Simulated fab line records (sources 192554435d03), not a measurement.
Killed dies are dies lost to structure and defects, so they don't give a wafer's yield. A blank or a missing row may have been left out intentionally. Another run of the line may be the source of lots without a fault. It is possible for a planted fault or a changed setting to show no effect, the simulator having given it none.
Lot-split experiment / flow n5Finfet / on a route of 1938 steps: 7 lots, 39 wafers read

## ABOUT THE SPLIT
At N5_BEOL_M10_CVD_75 (deposits Co from CCTBA/H2, target thk 2 nm, time 138.9 s), the setting targetThkA was moved away from the recipe's 20 angstrom on 15 of the 39 wafers read, by -20.8% to +50.2%. This setting was run at the recipe's value on the other wafers.

Reading taken at the split's own step.

## THE READING
Co_of_BEOL_M10_CVD_75.thkNm (the simulator's own value, which no gauge read), in nm, at N5_BEOL_M10_CVD_75 (deposits Co from CCTBA/H2, target thk 2 nm, time 138.9 s). There is no usual value for it anywhere in the file. Average 2.0 nm, standard deviation 0.1 nm, over the 24 wafers here run with the recipe.

wafer=L075.1; tool, chamber at the split=cvdCo-01, 2,0,1; targetThkA as run, angstrom=30.05; against the recipe=+50.2%; Co_of_BEOL_M10_CVD_75.thkNm, nm=2.8; against lot-mates on the recipe=+0.9
wafer=L075.2; tool, chamber at the split=cvdCo-01, 2,0,1; targetThkA as run, angstrom=30.05; against the recipe=+50.2%; Co_of_BEOL_M10_CVD_75.thkNm, nm=2.8; against lot-mates on the recipe=+0.9
wafer=L075.3; tool, chamber at the split=cvdCo-01, 2,0,1; targetThkA as run, angstrom=30.05; against the recipe=+50.2%; Co_of_BEOL_M10_CVD_75.thkNm, nm=2.8; against lot-mates on the recipe=+0.9
wafer=L075.4; tool, chamber at the split=cvdCo-01, 2,0; targetThkA as run, angstrom=20; against the recipe=recipe; Co_of_BEOL_M10_CVD_75.thkNm, nm=2; against lot-mates on the recipe=-
wafer=L075.6; tool, chamber at the split=cvdCo-01, 2,0; targetThkA as run, angstrom=20; against the recipe=recipe; Co_of_BEOL_M10_CVD_75.thkNm, nm=2; against lot-mates on the recipe=-
wafer=L075.5; tool, chamber at the split=cvdCo-01, 1; targetThkA as run, angstrom=20; against the recipe=recipe; Co_of_BEOL_M10_CVD_75.thkNm, nm=1.8; against lot-mates on the recipe=-
wafer=L084.1; tool, chamber at the split=cvdCo-02, 1,0; targetThkA as run, angstrom=27; against the recipe=+35.0%; Co_of_BEOL_M10_CVD_75.thkNm, nm=2.8; against lot-mates on the recipe=+0.8
wafer=L084.6; tool, chamber at the split=cvdCo-02, 1,0; targetThkA as run, angstrom=27; against the recipe=+35.0%; Co_of_BEOL_M10_CVD_75.thkNm, nm=2.8; against lot-mates on the recipe=+0.8
wafer=L084.2; tool, chamber at the split=cvdCo-02, 0; targetThkA as run, angstrom=27; against the recipe=+35.0%; Co_of_BEOL_M10_CVD_75.thkNm, nm=2.6; against lot-mates on the recipe=+0.6
wafer=L084.3; tool, chamber at the split=cvdCo-02, 2,1,2; targetThkA as run, angstrom=20; against the recipe=recipe; Co_of_BEOL_M10_CVD_75.thkNm, nm=2; against lot-mates on the recipe=-
wafer=L084.4; tool, chamber at the split=cvdCo-02, 2,1,2; targetThkA as run, angstrom=20; against the recipe=recipe; Co_of_BEOL_M10_CVD_75.thkNm, nm=2; against lot-mates on the recipe=-
wafer=L084.5; tool, chamber at the split=cvdCo-02, 2,1,2; targetThkA as run, angstrom=20; against the recipe=recipe; Co_of_BEOL_M10_CVD_75.thkNm, nm=2; against lot-mates on the recipe=-
wafer=L085.1; tool, chamber at the split=cvdCo-02, 0,2,1; targetThkA as run, angstrom=20; against the recipe=recipe; Co_of_BEOL_M10_CVD_75.thkNm, nm=2; against lot-mates on the recipe=-
wafer=L085.4; tool, chamber at the split=cvdCo-02, 0,2,1; targetThkA as run, angstrom=20; against the recipe=recipe; Co_of_BEOL_M10_CVD_75.thkNm, nm=2; against lot-mates on the recipe=-
wafer=L085.6; tool, chamber at the split=cvdCo-02, 0,2,1; targetThkA as run, angstrom=20; against the recipe=recipe; Co_of_BEOL_M10_CVD_75.thkNm, nm=2; against lot-mates on the recipe=-
wafer=L085.2; tool, chamber at the split=cvdCo-02, 2,1,0; targetThkA as run, angstrom=25.86; against the recipe=+29.3%; Co_of_BEOL_M10_CVD_75.thkNm, nm=2.6; against lot-mates on the recipe=+0.6
wafer=L085.3; tool, chamber at the split=cvdCo-02, 2,1,0; targetThkA as run, angstrom=25.86; against the recipe=+29.3%; Co_of_BEOL_M10_CVD_75.thkNm, nm=2.6; against lot-mates on the recipe=+0.6
wafer=L085.5; tool, chamber at the split=cvdCo-02, 2,1,0; targetThkA as run, angstrom=25.86; against the recipe=+29.3%; Co_of_BEOL_M10_CVD_75.thkNm, nm=2.6; against lot-mates on the recipe=+0.6
wafer=L088.1; tool, chamber at the split=cvdCo-02, 0; targetThkA as run, angstrom=20; against the recipe=recipe; Co_of_BEOL_M10_CVD_75.thkNm, nm=2; against lot-mates on the recipe=-
wafer=L088.6; tool, chamber at the split=cvdCo-02, 0; targetThkA as run, angstrom=20; against the recipe=recipe; Co_of_BEOL_M10_CVD_75.thkNm, nm=2; against lot-mates on the recipe=-
wafer=L088.2; tool, chamber at the split=cvdCo-02, 2,1; targetThkA as run, angstrom=15.84; against the recipe=-20.8%; Co_of_BEOL_M10_CVD_75.thkNm, nm=1.8; against lot-mates on the recipe=-0.3
wafer=L088.3; tool, chamber at the split=cvdCo-02, 2,1; targetThkA as run, angstrom=15.84; against the recipe=-20.8%; Co_of_BEOL_M10_CVD_75.thkNm, nm=1.8; against lot-mates on the recipe=-0.3
wafer=L088.4; tool, chamber at the split=cvdCo-02, 2; targetThkA as run, angstrom=20; against the recipe=recipe; Co_of_BEOL_M10_CVD_75.thkNm, nm=2.2; against lot-mates on the recipe=-
wafer=L088.5; tool, chamber at the split=cvdCo-02, 1; targetThkA as run, angstrom=15.84; against the recipe=-20.8%; Co_of_BEOL_M10_CVD_75.thkNm, nm=1.6; against lot-mates on the recipe=-0.5
wafer=L089.1; tool, chamber at the split=cvdCo-01, 1; targetThkA as run, angstrom=20; against the recipe=recipe; Co_of_BEOL_M10_CVD_75.thkNm, nm=1.8; against lot-mates on the recipe=-
wafer=L089.4; tool, chamber at the split=cvdCo-01, 0,2; targetThkA as run, angstrom=20; against the recipe=recipe; Co_of_BEOL_M10_CVD_75.thkNm, nm=2; against lot-mates on the recipe=-
wafer=L089.5; tool, chamber at the split=cvdCo-01, 0,2; targetThkA as run, angstrom=20; against the recipe=recipe; Co_of_BEOL_M10_CVD_75.thkNm, nm=2; against lot-mates on the recipe=-
wafer=L092.1; tool, chamber at the split=cvdCo-01, 0; targetThkA as run, angstrom=28.23; against the recipe=+41.1%; Co_of_BEOL_M10_CVD_75.thkNm, nm=2.8; against lot-mates on the recipe=+0.9
wafer=L092.2; tool, chamber at the split=cvdCo-01, 2; targetThkA as run, angstrom=20; against the recipe=recipe; Co_of_BEOL_M10_CVD_75.thkNm, nm=1.8; against lot-mates on the recipe=-
wafer=L092.3; tool, chamber at the split=cvdCo-01, 1,2; targetThkA as run, angstrom=28.23; against the recipe=+41.1%; Co_of_BEOL_M10_CVD_75.thkNm, nm=2.6; against lot-mates on the recipe=+0.7
wafer=L092.4; tool, chamber at the split=cvdCo-01, 1,2; targetThkA as run, angstrom=28.23; against the recipe=+41.1%; Co_of_BEOL_M10_CVD_75.thkNm, nm=2.6; against lot-mates on the recipe=+0.7
wafer=L092.5; tool, chamber at the split=cvdCo-01, 1,0; targetThkA as run, angstrom=20; against the recipe=recipe; Co_of_BEOL_M10_CVD_75.thkNm, nm=2; against lot-mates on the recipe=-
wafer=L092.6; tool, chamber at the split=cvdCo-01, 1,0; targetThkA as run, angstrom=20; against the recipe=recipe; Co_of_BEOL_M10_CVD_75.thkNm, nm=2; against lot-mates on the recipe=-
wafer=L090.1; tool, chamber at the split=cvdCo-02, 2,0,1,2; targetThkA as run, angstrom=20; against the recipe=recipe; Co_of_BEOL_M10_CVD_75.thkNm, nm=2; against lot-mates on the recipe=-
wafer=L090.3; tool, chamber at the split=cvdCo-02, 2,0,1,2; targetThkA as run, angstrom=20; against the recipe=recipe; Co_of_BEOL_M10_CVD_75.thkNm, nm=2; against lot-mates on the recipe=-
wafer=L090.5; tool, chamber at the split=cvdCo-02, 2,0,1,2; targetThkA as run, angstrom=20; against the recipe=recipe; Co_of_BEOL_M10_CVD_75.thkNm, nm=2; against lot-mates on the recipe=-
wafer=L090.6; tool, chamber at the split=cvdCo-02, 2,0,1,2; targetThkA as run, angstrom=20; against the recipe=recipe; Co_of_BEOL_M10_CVD_75.thkNm, nm=2; against lot-mates on the recipe=-
wafer=L090.2; tool, chamber at the split=cvdCo-02, 1,0; targetThkA as run, angstrom=20; against the recipe=recipe; Co_of_BEOL_M10_CVD_75.thkNm, nm=2.2; against lot-mates on the recipe=-
wafer=L090.4; tool, chamber at the split=cvdCo-02, 1,0; targetThkA as run, angstrom=20; against the recipe=recipe; Co_of_BEOL_M10_CVD_75.thkNm, nm=2.2; against lot-mates on the recipe=-
The file does not say which wafer passed through which chamber wherever a row lists several chambers: such a row stands for several wafers.

FIT RESULTS
A straight line over all 39 wafers: Co_of_BEOL_M10_CVD_75.thkNm changes by +0.0169 nm for each +1% of targetThkA; r = +0.96; the points scatter about the line by 0.11 nm.
The same after taking each lot's own level away (the mean of its wafers on the recipe; 39 wafers): +0.0182 nm for each +1%; r = +0.97; scatter 0.089 nm.
The reading moves by 0.91 nm for the largest change in targetThkA, on that fit.
The span of the lots' own levels, 1.93 to 2.07 nm, comes to 1.3 times the standard deviation stated above.
The two slopes are in agreement: the lot-to-lot level therefore moves the slope only a little.
Check: for one of the wafers moved furthest among these (+50.2%), held out of the fit, the line's prediction against its lot-mates is +0.933 nm. Against them it came out at +0.867 nm.

## FURTHER SPLITS ON THESE WAFERS
Other splits were also applied to these wafers ahead of the reading. Each is held against what the fit with the lots' levels taken away leaves over:
other split on the same wafers=N5_BEOL_M5_TRENCH_ETCH_37 timeS; wafers away from the commonest value=12; r with Co_of_BEOL_M10_CVD_75.thkNm (lot level and that fit taken away)=+0.21

## THE FILE'S OWN FIT
Co_of_BEOL_M10_CVD_75.thkNm changes by +0.0184 nm for each +1% of targetThkA, r = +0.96.
